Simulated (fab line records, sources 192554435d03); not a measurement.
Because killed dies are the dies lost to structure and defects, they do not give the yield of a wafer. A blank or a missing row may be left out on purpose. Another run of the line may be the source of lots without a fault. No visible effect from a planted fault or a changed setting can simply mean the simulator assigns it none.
Chamber matching ; flow n5_finfet ; N5_SDB_CMP_30 on cmp-04: 4 sister chambers
The step polishes, stops on poly-Si, t overpolish 1.54 s, target thk 30 nm. 8 wafers are shown with their chamber, then 7 later ones without.

## EACH WAFER AND ITS CHAMBER
wafer;chamber;motor_current_A (A);time_to_endpoint_s (s)
L075.6;1;10.4;23
L081.1;2;11.8;19
L081.4;1;9.9;24
L081.6;3;13.1;21
L085.3;2;10.6;18
L085.5;0;12.5;21
L087.2;3;14.9;19
L087.3;0;13.0;18

## WAFERS WHOSE CHAMBER IS MISSING
wafer;motor_current_A (A);time_to_endpoint_s (s)
L087.5;14.5;16
L089.1;13.8;16
L089.2;11.1;19
L089.5;14.0;20
L097.1;12.8;18
L097.5;13.7;20
L097.6;11.6;17

## WHICH CHAMBER EACH ONE RAN IN
wafer;from the rows above;in truth
L087.5;can't be placed: 3 or 0 or 2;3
L089.1;can't be placed: 0 or 3 or 2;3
L089.2;can't be placed: 2 or 0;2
L089.5;can't be placed: 3 or 0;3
L097.1;can't be placed: 0 or 2 or 3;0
L097.5;can't be placed: 3 or 0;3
L097.6;can't be placed: 2 or 0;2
Correctly placed: 0 of 7. Can't be placed from these rows: 7 (the true chamber is among the candidates in 7). Wrongly placed: 0.
How it was worked out, from the rows above alone: a wafer's distance from a chamber is the root of the sum, over the readings, of the square of ((its reading less the chamber's mean) divided by the reading's scatter). If the next closest chamber is less than 2 further off than the closest, the wafer can't be placed; otherwise it belongs to the closest. The mean given for a chamber averages the wafers shown for that chamber. The scatter: take each reading less its chamber's mean, square it, sum over the shown wafers, divide by the number of wafers less the number of chambers, and take the root.
